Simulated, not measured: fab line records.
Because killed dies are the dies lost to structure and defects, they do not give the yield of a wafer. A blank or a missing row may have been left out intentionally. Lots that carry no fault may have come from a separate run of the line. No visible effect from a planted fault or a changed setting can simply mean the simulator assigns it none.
fab line records	flow n5_finfet	part 1 of 2: steps 1 to 19 of 29
record lots=5	wafers=15	last_day=16
route steps=1938 shown MIM_TOP_LITHO@1850 MIM_TOP_ETCH@1851 MIM_BOT_LITHO@1854 MIM_BOT_ETCH@1866 PASS1_CAP@1873 TV_LITHO@1875
lots untouched by any fault: they come from a run of this same line in which no faults occurred
start_h: the number of hours between the record's first day and the start of the first shown wafer of the lot	wait_h: hours since the lot's step before	" unchanged from the row above	L1.1+2: one row covering several wafers at once	- value missing, or start not given	* or withheld: withheld	< > ~ a bound
route shown NAME@n: a module of which the file shows steps, and the number in the route of the first	usual: average and standard deviation across the fault-free wafers	same: alike in all rows	chamber/n: place in a boat	sites: each site's reading	_std_site: the values' standard deviation	_edge_site: outer sites' mean less inner sites'	radius_mm: for every site, how far away it sits from the centre of the wafer	mask NAME#n: copy n	behind: tool/chamber where the wafer was last shaped	hold: why the lot was held/for how many hours/how that ended	device: names the non-switching transistor (n, p or np)	end of line: the same wafers' tests at the end of the route	for a step that has no rows: nothing shown but its recipe	killed: not the wafer's yield, but the dies lost to structure and defects at the first sort	map: the dies of a wafer, with x for killed, . for not killed, _ for no die there
set.NAME: the setting the step ran with; set.NAME@STEP: the setting that earlier step ran with	model.NAME: the simulator's own value behind a step, which no gauge read
a table for each step, a row for each wafer; lots at some steps of the route
services: from which hour (start_h, from the record's first day; less than 0 if before it) a tool's chamber was out of use, for how many hours, and why
## steps
# step N5_MIM_TOP_LITHO_DESCUM_10
# recipe chemistry=O2	time_s=7.9	source_power_w=50	bias_power_w=20	pressure_mtorr=20	rf_frequency_hz=2.712e+07	temp_c=40	o2_flow_sccm=225
# usual bias_power_w=20.00/0.06	drypump_motor_current_A=5.7/0.56	oes_product_au=0.81/0.069	rf_vpp_V=242.6/1.5	showerhead_plenum_p_Torr=2.06/0.074	temp_c=39.99/0.12	throttle_valve_pct=20.42/0.21
# same time_s=7.9
lot.wafer	tool	chamber	start_h	wait_h	bias_power_w	drypump_motor_current_A	oes_product_au	rf_hours_counter_h	rf_vpp_V	showerhead_plenum_p_Torr	temp_c	throttle_valve_pct
L074.1	rie_diel-03	3	261.01	0.0	20.08	6.5	0.87	53	245.2	2.21	40.05	20.13
L074.5	"	3	"	"	19.99	6.5	0.87	-	244.2	2.21	40.07	20.11
L074.6	"	0	"	"	19.98	5.0	0.84	-	244.5	2.14	39.96	20.71
L083.1	rie_diel-03	1	322.13	0.3	20.00	6.5	0.92	17	245.1	2.22	40.22	20.31
L083.3	"	2	"	"	20.09	4.8	0.83	83	243.2	2.04	40.04	20.20
L083.4	"	0	"	"	19.88	5.0	0.83	91	243.5	2.13	40.02	20.75
L084.1	rie_diel-06	1	336.47	0.0	20.00	4.8	0.78	148	242.0	1.99	40.20	20.43
L084.2	"	0	"	"	19.98	5.2	0.78	117	242.1	2.01	40.03	20.46
L084.4	"	3	"	"	19.99	6.7	0.87	67	242.3	2.05	40.03	20.60
L085.3	rie_diel-04	2	341.94	0.1	20.05	5.9	0.90	26	240.8	2.03	39.72	20.18
L085.4	"	0	"	"	20.05	5.5	0.70	196	241.4	1.98	40.00	20.48
L085.6	"	2	"	"	19.99	5.8	0.90	-	243.3	2.03	39.70	20.17
L092.2	rie_diel-03	2	380.87	0.0	19.93	4.8	0.82	106	240.9	2.04	39.90	20.23
L092.3	"	0	"	"	19.97	5.1	0.79	111	244.1	2.12	40.03	20.77
L092.5	"	1	"	"	20.09	6.6	0.89	-	245.5	2.21	39.93	20.36
# step N5_MIM_TOP_ETCH_ETCH_00
# recipe chemistry=Cl2/BCl3	target=TiN	target_depth_a=385	ion_energy_ev=150	pressure_mtorr=10	icp_w=1000	bias_w=126	Cl2_flow_sccm=53.25	bcl3_flow_sccm=21.75	Ar_flow_sccm=25
# usual bias_w=126.0/0.34	drypump_motor_current_A=6.0/0.38	oes_product_au=0.80/0.085	throttle_valve_pct=22.71/0.21
lot.wafer	tool	chamber	start_h	wait_h	bias_w	drypump_motor_current_A	oes_product_au	rf_hours_counter_h	throttle_valve_pct
L074.1	rie_metal-03	0	261.09	0.1	126.0	5.7	0.99	0	22.50
L074.5	"	1	"	"	125.9	5.5	0.72	-	22.80
L074.6	"	0	"	"	126.7	5.7	0.99	-	22.49
L083.1	rie_metal-02	0	322.22	0.1	125.8	6.3	0.83	20	22.83
L083.3	"	1	"	"	126.2	6.5	0.70	-	22.74
L083.4	"	0	"	"	126.0	6.3	0.83	-	22.82
L084.1	rie_metal-02	1	336.56	0.1	125.6	6.5	0.71	87	22.73
L084.2	"	0	"	"	125.5	6.3	0.83	21	22.83
L084.4	"	0	"	"	126.2	6.3	0.83	-	22.83
L085.3	rie_metal-02	1	342.08	0.1	126.0	6.5	0.70	-	22.73
L085.4	"	0	"	"	125.9	6.3	0.82	-	22.82
L085.6	"	0	"	"	125.6	6.3	0.82	-	22.84
L092.2	rie_metal-01	0	380.96	0.1	125.8	5.7	0.85	25	22.31
L092.3	"	0	"	"	125.9	5.7	0.85	-	22.32
L092.5	"	0	"	"	126.0	5.7	0.84	-	22.30
# step N5_MIM_TOP_ETCH_STRIP_01
# recipe chemistry=O2	power_w=600	temp_c=60	pressure_mtorr=30	rf_frequency_hz=6e+07	bias_power_w=0	overash_fraction=0.5	o2_flow_sccm=225
# usual drypump_motor_current_A=5.7/0.39	oes_product_au=0.75/0.089	rf_vpp_V=3.7/1.3	showerhead_plenum_p_Torr=2.09/0.074	temp_c=60.00/0.12	throttle_valve_pct=16.73/0.24
# same bias_power_w=0
lot.wafer	tool	chamber	start_h	wait_h	drypump_motor_current_A	oes_product_au	rf_hours_counter_h	rf_vpp_V	showerhead_plenum_p_Torr	temp_c	throttle_valve_pct
L074.1	rie_diel-02	3	261.23	0.1	5.9	0.68	224	5.1	1.99	60.03	16.82
L074.5	"	3	"	"	5.9	0.69	-	2.2	1.99	59.87	16.84
L074.6	"	0	"	"	5.7	0.72	-	3.8	2.09	60.23	16.67
L083.1	rie_diel-01	1	322.36	0.1	6.5	0.83	85	2.5	2.12	60.24	16.59
L083.3	"	3	"	"	5.0	0.68	236	0.7	2.00	59.94	16.84
L083.4	"	0	"	"	6.0	0.73	192	1.7	2.02	59.93	17.04
L084.1	rie_diel-05	0	336.70	0.1	5.8	0.79	121	3.9	2.18	60.14	16.75
L084.2	"	2	"	"	5.6	0.96	2	3.6	2.14	60.00	16.33
L084.4	"	1	"	"	5.7	0.70	220	3.4	1.99	60.24	17.15
L085.3	rie_diel-02	0	342.30	0.2	5.7	0.71	211	2.0	2.08	60.13	16.67
L085.4	"	1	"	"	6.1	0.68	236	2.1	2.16	60.13	16.79
L085.6	"	3	"	"	5.9	0.66	-	3.1	1.99	59.93	16.92
L092.2	rie_diel-02	3	381.10	0.1	5.9	0.97	5	3.7	2.25	60.18	16.47
L092.3	"	2	"	"	4.9	0.70	247	2.2	2.05	59.93	16.63
L092.5	"	2	"	"	4.9	0.69	-	4.7	2.05	60.16	16.60
# step N5_MIM_TOP_ETCH_PECVD_03
# recipe material=SiNx	target_thk_a=200	temp_c=400	precursor=SiH4/NH3/N2	pressure_torr=1.5	rf_w=300	time_s=17.6
# usual chamber_pressure_Torr=1.500/0.003	heater_power_w=769/91	showerhead_plenum_p_Torr=5.11/0.069	throttle_valve_pct=40.6/2.1
# same time_s=17.6
lot.wafer	tool	chamber	start_h	wait_h	chamber_pressure_Torr	heater_power_w	showerhead_plenum_p_Torr	throttle_valve_pct
L074.1	pecvd-02	1	261.30	-	1.502	898	4.96	43.8
L074.5	"	0	"	"	1.501	658	5.15	38.5
L074.6	"	1	"	"	1.499	871	4.97	43.8
L083.1	pecvd-03	2	322.42	-	1.498	904	5.15	38.0
L083.3	"	0	"	"	1.500	841	5.09	42.0
L083.4	"	2	"	"	1.501	901	5.15	37.7
L084.1	pecvd-02	0	336.76	-	1.494	703	5.18	38.6
L084.2	"	2	"	"	1.495	674	5.06	39.1
L084.4	"	2	"	"	1.494	680	5.04	39.1
L085.3	pecvd-01	0	342.37	-	1.497	681	5.11	43.1
L085.4	"	2	"	"	1.500	730	5.08	40.4
L085.6	"	1	"	"	1.497	585	5.10	39.7
L092.2	pecvd-03	0	381.16	-	1.501	721	5.10	42.3
L092.3	"	1	"	"	1.503	811	5.23	41.6
L092.5	"	2	"	"	1.500	908	5.15	37.7
# step N5_MIM_BOT_LITHO_HMDS_01
# recipe time_s=60	temp_c=120
# same time_s=60
lot.wafer	tool	chamber	start_h	wait_h
L074.1+5+6	litho_track-02	0	261.37	0.0
L083.1+3+4	litho_track-04	0	322.51	0.1
L084.1+2+4	litho_track-02	0	336.83	0.0
L085.3+4+6	litho_track-05	0	342.44	0.1
L092.2+3+5	litho_track-04	0	381.24	0.0
# step N5_MIM_BOT_LITHO_COAT_02
# recipe spin_rpm=*	resist_thk_nm=*
# usual spin_speed_rpm=*
lot.wafer	tool	chamber	start_h	wait_h	spin_speed_rpm
L074.1	litho_track-02	0	-	-	*
L074.5	"	0	"	"	*
L074.6	"	0	"	"	*
L083.1	litho_track-04	0	-	-	*
L083.3	"	0	"	"	*
L083.4	"	0	"	"	*
L084.1	litho_track-02	0	-	-	*
L084.2	"	0	"	"	*
L084.4	"	0	"	"	*
L085.3	litho_track-05	0	-	-	*
L085.4	"	0	"	"	*
L085.6	"	0	"	"	*
L092.2	litho_track-04	0	-	-	*
L092.3	"	0	"	"	*
L092.5	"	0	"	"	*
# step N5_MIM_BOT_LITHO_EBR_04
# recipe solvent=PGMEA	ebr_width_mm=1.5
lot.wafer	tool	chamber	start_h	wait_h
L074.1+5+6	litho_track-02	0	-	-
L083.1+3+4	litho_track-04	0	-	-
L084.1+2+4	litho_track-02	0	-	-
L085.3+4+6	litho_track-05	0	-	-
L092.2+3+5	litho_track-04	0	-	-
# step N5_MIM_BOT_LITHO_SOFTBAKE_03
# recipe temp_c=100	time_s=90
# same time_s=90
lot.wafer	tool	chamber	start_h	wait_h
L074.1+5+6	litho_track-02	0	-	-
L083.1+3+4	litho_track-04	0	-	-
L084.1+2+4	litho_track-02	0	-	-
L085.3+4+6	litho_track-05	0	-	-
L092.2+3+5	litho_track-04	0	-	-
# step N5_MIM_BOT_LITHO_EXPOSE_05
# recipe mask_id=MIM_BOT	na=0.55	source_shape=conventional	sigma_outer=0.8	polarization=unpolarized	dose_mj=24.25
# usual focus_offset_nm=0.1/0.57
lot.wafer	tool	chamber	start_h	wait_h	mask	focus_offset_nm
L074.1	krf_scanner-01	0	261.60	-	MIM_BOT#0	0.9
L074.5	"	0	"	"	MIM_BOT#0	0.2
L074.6	"	0	"	"	MIM_BOT#0	-0.4
L083.1	krf_scanner-02	0	322.75	-	MIM_BOT#0	-0.1
L083.3	"	0	"	"	MIM_BOT#0	-0.7
L083.4	"	0	"	"	MIM_BOT#0	-0.1
L084.1	krf_scanner-01	0	336.94	-	MIM_BOT#0	-0.3
L084.2	"	0	"	"	MIM_BOT#0	0.1
L084.4	"	0	"	"	MIM_BOT#0	-0.1
L085.3	krf_scanner-02	0	342.70	-	MIM_BOT#0	0.0
L085.4	"	0	"	"	MIM_BOT#0	1.2
L085.6	"	0	"	"	MIM_BOT#0	-0.5
L092.2	krf_scanner-01	0	381.47	-	MIM_BOT#0	0.0
L092.3	"	0	"	"	MIM_BOT#0	1.4
L092.5	"	0	"	"	MIM_BOT#0	0.4
# step N5_MIM_BOT_LITHO_PEB_06
# recipe peb_temp_c=withheld	peb_time_s=*
lot.wafer	tool	chamber	start_h	wait_h
L074.1+5+6	litho_track-04	0	261.66	0.1
L083.1+3+4	litho_track-02	0	322.80	0.1
L084.1+2+4	litho_track-02	0	337.00	0.1
L085.3+4+6	litho_track-04	0	342.75	0.0
L092.2+3+5	litho_track-05	0	381.53	0.0
# step N5_MIM_BOT_LITHO_DEVELOP_07
# recipe develop_time_s=60	rinse_liquid=diw	dry=air_spin	dev_temp_c=21
lot.wafer	tool	chamber	start_h	wait_h
L074.1+5+6	litho_track-04	0	-	-
L083.1+3+4	litho_track-02	0	-	-
L084.1+2+4	litho_track-02	0	-	-
L085.3+4+6	litho_track-04	0	-	-
L092.2+3+5	litho_track-05	0	-	-
# step N5_MIM_BOT_LITHO_HARDBAKE_09
# recipe temp_c=130	time_s=120
# same time_s=120
lot.wafer	tool	chamber	start_h	wait_h
L074.1+5+6	litho_track-04	0	-	-
L083.1+3+4	litho_track-02	0	-	-
L084.1+2+4	litho_track-02	0	-	-
L085.3+4+6	litho_track-04	0	-	-
L092.2+3+5	litho_track-05	0	-	-
# step N5_MIM_BOT_LITHO_CD_MEAS_08
# recipe target_cd_nm=3000	landing_energy_ev=500	detector=se_inlens	polarity=opening
# usual cd_nm=2999.7/1.9
lot.wafer	tool	chamber	start_h	wait_h	cd_nm
L074.1	cd_sem-01	0	261.78	-	2999.8
L074.5	"	0	"	"	3000.8
L074.6	"	0	"	"	2998.3
L083.1	cd_sem-03	0	322.92	-	2998.6
L083.3	"	0	"	"	2997.8
L083.4	"	0	"	"	2995.9
L084.1	cd_sem-02	0	337.12	-	2999.1
L084.2	"	0	"	"	3002.1
L084.4	"	0	"	"	3001.4
L085.3	cd_sem-03	0	342.87	-	2997.0
L085.4	"	0	"	"	2998.8
L085.6	"	0	"	"	2997.6
L092.2	cd_sem-03	0	381.65	-	2999.1
L092.3	"	0	"	"	3001.6
L092.5	"	0	"	"	3001.6
# step N5_MIM_BOT_LITHO_OVL_MEAS_11
# recipe points_per_wafer=44
# usual MIM_BOT_OVL=-4/5
lot.wafer	tool	chamber	start_h	wait_h	MIM_BOT_OVL[nm]
L074.1	overlay-02	0	261.81	0.0	-2
L074.5	"	0	"	"	3
L074.6	"	0	"	"	-3
L083.1	overlay-02	0	322.95	0.0	-8
L083.3	"	0	"	"	-3
L083.4	"	0	"	"	-8
L084.1	overlay-02	0	337.15	0.0	2
L084.2	"	0	"	"	-9
L084.4	"	0	"	"	-5
L085.3	overlay-01	0	342.90	0.0	-5
L085.4	"	0	"	"	-5
L085.6	"	0	"	"	-5
L092.2	overlay-01	0	381.68	0.0	0
L092.3	"	0	"	"	-6
L092.5	"	0	"	"	-5
# step N5_MIM_BOT_LITHO_INSPECT_12
# recipe mode=adi	inspect_instrument=macro
# usual raw_defect_count=2.1/1.4
lot.wafer	tool	chamber	start_h	wait_h	raw_defect_count
L074.1	defect_inspect-02	-	261.83	0.0	3
L074.5	"	-	"	"	0
L074.6	"	-	"	"	3
L083.1	defect_inspect-02	-	322.98	0.0	4
L083.3	"	-	"	"	2
L083.4	"	-	"	"	4
L084.1	defect_inspect-01	-	337.17	0.0	1
L084.2	"	-	"	"	4
L084.4	"	-	"	"	1
L085.3	defect_inspect-02	-	342.92	0.0	1
L085.4	"	-	"	"	4
L085.6	"	-	"	"	2
L092.2	defect_inspect-02	-	381.70	0.0	3
L092.3	"	-	"	"	2
L092.5	"	-	"	"	2
# step N5_MIM_BOT_LITHO_DESCUM_10
# recipe chemistry=O2	time_s=7.9	source_power_w=50	bias_power_w=20	pressure_mtorr=20	rf_frequency_hz=2.712e+07	temp_c=40	o2_flow_sccm=225
# usual bias_power_w=20.00/0.061	drypump_motor_current_A=5.7/0.63	oes_product_au=0.82/0.06	rf_vpp_V=242.7/1.5	showerhead_plenum_p_Torr=2.08/0.083	temp_c=39.99/0.13	throttle_valve_pct=20.41/0.22
# same time_s=7.9
lot.wafer	tool	chamber	start_h	wait_h	bias_power_w	drypump_motor_current_A	oes_product_au	rf_hours_counter_h	rf_vpp_V	showerhead_plenum_p_Torr	temp_c	throttle_valve_pct
L074.1	rie_diel-03	0	261.92	0.1	20.00	5.0	0.84	70	243.5	2.14	39.82	20.70
L074.5	"	3	"	"	19.93	6.5	0.86	-	243.9	2.21	40.04	20.12
L074.6	"	2	"	"	19.99	4.8	0.86	-	243.3	2.05	40.01	20.16
L083.1	rie_diel-04	0	323.01	0.0	20.02	5.5	0.71	190	241.7	1.98	39.90	20.47
L083.3	"	1	"	"	20.04	6.1	0.80	100	241.0	2.04	39.92	20.43
L083.4	"	3	"	"	19.94	5.6	0.80	119	240.5	2.04	39.97	20.81
L084.1	rie_diel-03	3	337.48	0.3	20.07	6.5	0.84	79	244.9	2.20	40.00	20.17
L084.2	"	2	"	"	19.82	4.8	0.84	89	241.9	2.04	39.87	20.21
L084.4	"	1	"	"	20.01	6.5	0.90	23	243.3	2.22	39.75	20.33
L085.3	rie_diel-03	1	342.95	0.0	20.04	6.6	0.91	24	245.1	2.22	39.87	20.32
L085.4	"	2	"	"	20.07	4.8	0.83	91	242.3	2.04	39.90	20.20
L085.6	"	3	"	"	20.08	6.5	0.83	-	243.6	2.20	40.07	20.18
L092.2	rie_diel-06	2	381.73	0.0	19.99	5.4	0.87	30	245.9	2.21	40.10	20.30
L092.3	"	3	"	"	19.94	6.7	0.84	82	242.2	2.05	39.71	20.64
L092.5	"	3	"	"	20.01	6.7	0.85	-	242.2	2.05	39.94	20.63
# step N5_MIM_BOT_ETCH_ETCH_04
# recipe chemistry=CF4/O2	target=SiNx	target_depth_a=260	time_s=13	ion_energy_ev=100	pressure_mtorr=40	source_w=535	bias_w=49	Ar_flow_sccm=100	cf4_flow_sccm=100	O2_flow_sccm=10
# usual O2_flow_sccm=10.00/0.031	bias_w=49.01/0.16	drypump_motor_current_A=5.7/0.63	oes_o_777_au=0.81/0.062	oes_product_au=0.82/0.062	rf_vpp_V=240/4.5	showerhead_plenum_p_Torr=2.19/0.086	throttle_valve_pct=15.96/0.19
# same time_s=13
lot.wafer	tool	chamber	start_h	wait_h	O2_flow_sccm	bias_w	drypump_motor_current_A	oes_o_777_au	oes_product_au	rf_hours_counter_h	rf_vpp_V	showerhead_plenum_p_Torr	throttle_valve_pct
L074.1	rie_diel-03	0	261.99	0.0	10.00	49.05	5.0	0.85	0.82	70	235	2.24	16.15
L074.5	"	3	"	"	9.98	49.12	6.5	0.84	0.86	-	249	2.33	15.74
L074.6	"	2	"	"	10.04	49.09	4.8	0.87	0.85	-	245	2.15	15.63
L083.1	rie_diel-04	0	323.08	0.0	10.04	48.67	5.5	0.69	0.70	190	239	2.11	16.10
L083.3	"	1	"	"	9.96	49.19	6.1	0.82	0.80	100	234	2.14	15.86
L083.4	"	3	"	"	10.02	49.08	5.7	0.82	0.79	119	237	2.14	16.29
L084.1	rie_diel-03	3	337.55	0.0	10.06	48.66	6.5	0.80	0.82	79	247	2.32	15.79
L084.2	"	2	"	"	10.01	49.03	4.8	0.84	0.82	89	246	2.14	15.68
L084.4	"	1	"	"	10.02	48.91	6.5	0.89	0.89	23	235	2.34	15.90
L085.3	rie_diel-03	1	343.02	0.0	10.02	49.09	6.6	0.89	0.89	24	237	2.34	15.88
L085.4	"	2	"	"	10.00	49.08	4.8	0.83	0.82	91	246	2.14	15.66
L085.6	"	3	"	"	10.05	48.84	6.5	0.80	0.81	-	247	2.32	15.79
L092.2	rie_diel-06	2	381.80	0.0	9.99	49.14	5.4	0.84	0.86	30	239	2.34	15.87
L092.3	"	3	"	"	9.97	48.99	6.7	0.85	0.83	82	239	2.14	16.03
L092.5	"	3	"	"	9.98	49.12	6.7	0.86	0.83	-	237	2.14	16.03
# step N5_MIM_BOT_ETCH_ETCH_03
# recipe chemistry=Cl2/BCl3	target_depth_a=120	pressure_mtorr=8	icp_w=800	bias_w=100	Cl2_flow_sccm=20	bcl3_flow_sccm=80
# usual bias_w=100.01/0.29	drypump_motor_current_A=6.0/0.35	oes_product_au=0.81/0.071	throttle_valve_pct=27.5/0.38
lot.wafer	tool	chamber	start_h	wait_h	bias_w	drypump_motor_current_A	oes_product_au	rf_hours_counter_h	throttle_valve_pct
L074.1	rie_metal-01	1	262.08	0.1	99.68	6.0	0.86	25	28.0
L074.5	"	1	"	"	99.40	6.1	0.86	-	28.0
L074.6	"	0	"	"	100.37	5.7	0.89	-	27.0
L083.1	rie_metal-02	1	323.17	0.1	99.95	6.5	0.70	86	27.5
L083.3	"	0	"	"	99.97	6.3	0.84	-	27.6
L083.4	"	1	"	"	99.97	6.5	0.70	-	27.4
L084.1	rie_metal-01	0	337.63	0.1	100.44	5.7	0.85	21	27.0
L084.2	"	1	"	"	100.41	6.1	0.82	33	28.0
L084.4	"	1	"	"	100.14	6.0	0.83	-	28.0
L085.3	rie_metal-03	1	343.14	0.1	99.58	5.5	0.70	-	27.7
L085.4	"	0	"	"	99.93	5.6	0.90	-	27.2
L085.6	"	0	"	"	100.10	5.7	0.90	-	27.2
L092.2	rie_metal-01	0	381.89	0.1	99.70	5.7	0.84	25	27.0
L092.3	"	1	"	"	99.73	6.1	0.82	-	28.1
L092.5	"	0	"	"	100.21	5.7	0.83	-	27.0
# step N5_MIM_BOT_ETCH_ETCH_00
# recipe chemistry=Cl2/BCl3	target=TiN	target_depth_a=455	ion_energy_ev=150	pressure_mtorr=10	icp_w=1000	bias_w=126	Cl2_flow_sccm=53.25	bcl3_flow_sccm=21.75	Ar_flow_sccm=25
# usual bias_w=126.0/0.32	drypump_motor_current_A=6.0/0.35	oes_product_au=0.81/0.071	throttle_valve_pct=21.90/0.26
lot.wafer	tool	chamber	start_h	wait_h	bias_w	drypump_motor_current_A	oes_product_au	rf_hours_counter_h	throttle_valve_pct
L074.1	rie_metal-01	1	262.17	0.1	125.5	6.1	0.85	25	22.17
L074.5	"	1	"	"	125.9	6.1	0.85	-	22.17
L074.6	"	0	"	"	125.6	5.7	0.89	-	21.47
L083.1	rie_metal-02	1	323.26	0.1	125.9	6.5	0.71	86	21.93
L083.3	"	0	"	"	126.1	6.3	0.83	-	22.03
L083.4	"	1	"	"	125.8	6.5	0.70	-	21.91
L084.1	rie_metal-01	0	337.72	0.1	126.4	5.7	0.86	21	21.50
L084.2	"	1	"	"	126.1	6.1	0.83	33	22.19
L084.4	"	1	"	"	126.4	6.1	0.82	-	22.17
L085.3	rie_metal-03	1	343.24	0.1	126.5	5.5	0.70	-	22.02
L085.4	"	0	"	"	125.8	5.7	0.91	-	21.74
L085.6	"	0	"	"	126.1	5.7	0.90	-	21.73
L092.2	rie_metal-01	0	381.98	0.1	125.8	5.7	0.85	25	21.50
L092.3	"	1	"	"	126.4	6.0	0.81	-	22.22
L092.5	"	0	"	"	126.0	5.7	0.84	-	21.48
